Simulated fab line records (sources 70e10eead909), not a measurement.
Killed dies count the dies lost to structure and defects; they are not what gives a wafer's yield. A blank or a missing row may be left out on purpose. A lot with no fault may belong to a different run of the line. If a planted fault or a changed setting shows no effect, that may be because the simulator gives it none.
Matching of chambers :: flow nand-harc :: 4 sister chambers for NHARC_A_ZERO_WELL_ETCH_13 on rie-si-04
The step etches the open film in HBr/Cl2, target depth 120 nm, time 40.1 s. 16 wafers are shown with their chamber, then 8 later ones without.

== WAFERS PAIRED WITH THEIR CHAMBERS ==
wafer: L077.2
chamber: 3
oes-product-au (a.u.): 0.999
throttle-valve-pct (%): 26.403

wafer: L077.3
chamber: 2
oes-product-au (a.u.): 1.014
throttle-valve-pct (%): 26.388

wafer: L077.5
chamber: 0
oes-product-au (a.u.): 1.022
throttle-valve-pct (%): 26.415

wafer: L079.1
chamber: 0
oes-product-au (a.u.): 1.011
throttle-valve-pct (%): 26.391

wafer: L079.2
chamber: 1
oes-product-au (a.u.): 1.008
throttle-valve-pct (%): 26.398

wafer: L079.4
chamber: 2
oes-product-au (a.u.): 0.992
throttle-valve-pct (%): 26.410

wafer: L082.1
chamber: 0
oes-product-au (a.u.): 0.999
throttle-valve-pct (%): 26.403

wafer: L082.4
chamber: 2
oes-product-au (a.u.): 0.999
throttle-valve-pct (%): 26.413

wafer: L082.6
chamber: 0
oes-product-au (a.u.): 1.009
throttle-valve-pct (%): 26.408

wafer: L085.1
chamber: 2
oes-product-au (a.u.): 0.999
throttle-valve-pct (%): 26.410

wafer: L085.5
chamber: 3
oes-product-au (a.u.): 0.996
throttle-valve-pct (%): 26.417

wafer: L085.6
chamber: 2
oes-product-au (a.u.): 1.004
throttle-valve-pct (%): 26.415

wafer: L089.1
chamber: 1
oes-product-au (a.u.): 0.999
throttle-valve-pct (%): 26.398

wafer: L089.2
chamber: 3
oes-product-au (a.u.): 0.991
throttle-valve-pct (%): 26.396

wafer: L089.5
chamber: 2
oes-product-au (a.u.): 1.017
throttle-valve-pct (%): 26.409

wafer: L090.1
chamber: 2
oes-product-au (a.u.): 1.001
throttle-valve-pct (%): 26.399

SIGNATURES (averages over the wafers above)
reading: oes-product-au
chamber 0: 1.01025
chamber 1: 1.00350
chamber 2: 1.00371
chamber 3: 0.99533
scatter within a chamber: 0.00822

reading: throttle-valve-pct
chamber 0: 26.40425
chamber 1: 26.39800
chamber 2: 26.40629
chamber 3: 26.40533
scatter within a chamber: 0.00948
Rule: distance of a wafer from a chamber = root of the sum over the readings of ((wafer's reading minus chamber's mean) / reading's scatter) squared. The wafer belongs to the nearest chamber; if the next one is less than 2 further off, it can't be placed. How the scatter is found: for the shown wafers, subtract from each reading the mean of its chamber, square and add these, divide the total by (wafers less chambers), then take the root.

== WAFERS MISSING THEIR CHAMBER ==
wafer: L090.3
oes-product-au (a.u.): 0.991
throttle-valve-pct (%): 26.399

wafer: L090.6
oes-product-au (a.u.): 0.999
throttle-valve-pct (%): 26.380

wafer: L092.1
oes-product-au (a.u.): 1.014
throttle-valve-pct (%): 26.414

wafer: L092.2
oes-product-au (a.u.): 1.010
throttle-valve-pct (%): 26.408

wafer: L092.4
oes-product-au (a.u.): 0.997
throttle-valve-pct (%): 26.419

wafer: L097.1
oes-product-au (a.u.): 1.007
throttle-valve-pct (%): 26.406

wafer: L097.3
oes-product-au (a.u.): 1.009
throttle-valve-pct (%): 26.395

wafer: L097.5
oes-product-au (a.u.): 0.988
throttle-valve-pct (%): 26.413

== WHICH CHAMBER EACH WENT THROUGH ==
wafer: L090.3
from the rows above: can't be placed: 3 or 1 or 2 or 0
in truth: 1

wafer: L090.6
from the rows above: can't be placed: 1 or 3 or 2 or 0
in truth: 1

wafer: L092.1
from the rows above: can't be placed: 0 or 2 or 1 or 3
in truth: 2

wafer: L092.2
from the rows above: can't be placed: 0 or 2 or 1 or 3
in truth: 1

wafer: L092.4
from the rows above: can't be placed: 3 or 2 or 0 or 1
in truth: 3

wafer: L097.1
from the rows above: can't be placed: 2 or 0 or 1 or 3
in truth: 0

wafer: L097.3
from the rows above: can't be placed: 1 or 0 or 2 or 3
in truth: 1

wafer: L097.5
from the rows above: can't be placed: 3 or 2 or 1 or 0
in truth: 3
Correctly placed: 0 of 8. These rows do not allow placing 8 (true chamber among the candidates in 8). Number placed wrongly: 0.
